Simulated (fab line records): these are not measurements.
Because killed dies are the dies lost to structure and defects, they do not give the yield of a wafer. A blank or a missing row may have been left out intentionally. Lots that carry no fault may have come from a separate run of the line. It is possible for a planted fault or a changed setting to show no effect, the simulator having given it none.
Matching of chambers | flow nand-harc | rie-diel-06 running NHARC_A_CONTACT_ETCH_106: 4 sister chambers
The step etches the open film in CF4/O2, target depth 90 nm, overetch 9 nm, time 49.5 s. 20 wafers are shown with their chamber, then 10 later ones without.

WAFERS WITH THEIR CHAMBER
wafer  | chamber | showerhead-plenum-p-Torr (Torr) | rf-vpp-V (V) | throttle-valve-pct (%)
L075.3 | 3       | 1.28                            | 196.5        | 13.395
L075.5 | 3       | 1.27                            | 197.7        | 13.392
L075.6 | 0       | 1.37                            | 198.7        | 13.401
L077.4 | 0       | 1.37                            | 198.8        | 13.403
L077.5 | 2       | 1.27                            | 196.8        | 13.406
L077.6 | 3       | 1.27                            | 197.8        | 13.389
L076.2 | 1       | 1.44                            | 199.2        | 13.400
L076.3 | 2       | 1.27                            | 195.9        | 13.406
L076.4 | 3       | 1.27                            | 197.1        | 13.399
L081.2 | 1       | 1.44                            | 201.3        | 13.403
L081.3 | 3       | 1.27                            | 195.9        | 13.406
L081.5 | 0       | 1.36                            | 199.2        | 13.419
L083.2 | 3       | 1.27                            | 195.8        | 13.397
L083.4 | 1       | 1.44                            | 198.4        | 13.386
L083.5 | 0       | 1.36                            | 199.0        | 13.407
L084.2 | 0       | 1.36                            | 199.1        | 13.400
L084.4 | 3       | 1.27                            | 196.9        | 13.397
L084.6 | 3       | 1.27                            | 197.5        | 13.397
L085.2 | 3       | 1.27                            | 196.0        | 13.401
L085.3 | 1       | 1.44                            | 199.4        | 13.391

SIGNATURES (averages over the wafers above)
reading                  | chamber 0 | chamber 1 | chamber 2 | chamber 3 | scatter within a chamber
showerhead-plenum-p-Torr | 1.3640    | 1.4400    | 1.2700    | 1.2711    | 0.00361
rf-vpp-V                 | 198.960   | 199.575   | 196.350   | 196.800   | 0.792
throttle-valve-pct       | 13.40600  | 13.39500  | 13.40600  | 13.39700  | 0.00622
Rule: for a wafer and a chamber, the distance is found by dividing, reading by reading, the gap between the wafer's reading and the chamber's mean by the reading's scatter, squaring, summing and taking the root. The wafer belongs to the nearest chamber; if the next one is less than 2 further off, it can't be placed. The scatter: the root of (the sum of the squares of (reading less its chamber's mean) over the shown wafers, divided by (wafers less chambers)).

WAFERS WITHOUT THEIR CHAMBER
wafer  | showerhead-plenum-p-Torr (Torr) | rf-vpp-V (V) | throttle-valve-pct (%)
L085.4 | 1.26                            | 196.4        | 13.398
L088.3 | 1.26                            | 196.3        | 13.394
L088.4 | 1.36                            | 199.7        | 13.407
L088.6 | 1.26                            | 197.1        | 13.396
L092.4 | 1.43                            | 199.6        | 13.385
L092.5 | 1.43                            | 198.8        | 13.397
L092.6 | 1.26                            | 196.8        | 13.407
L097.1 | 1.26                            | 194.7        | 13.402
L097.2 | 1.36                            | 197.9        | 13.395
L097.5 | 1.43                            | 197.8        | 13.406

EACH ONE'S CHAMBER
wafer  | from the rows above     | in truth
L085.4 | can't be placed: 2 or 3 | 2
L088.3 | can't be placed: 3 or 2 | 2
L088.4 | 0                       | 0
L088.6 | can't be placed: 3 or 2 | 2
L092.4 | 1                       | 1
L092.5 | 1                       | 1
L092.6 | can't be placed: 2 or 3 | 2
L097.1 | can't be placed: 2 or 3 | 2
L097.2 | 0                       | 0
L097.5 | 1                       | 1
Correctly placed: 5 of 10. Cannot be placed on the basis of these rows: 5; the candidates contain the true chamber in 5. Wrongly placed: 0.
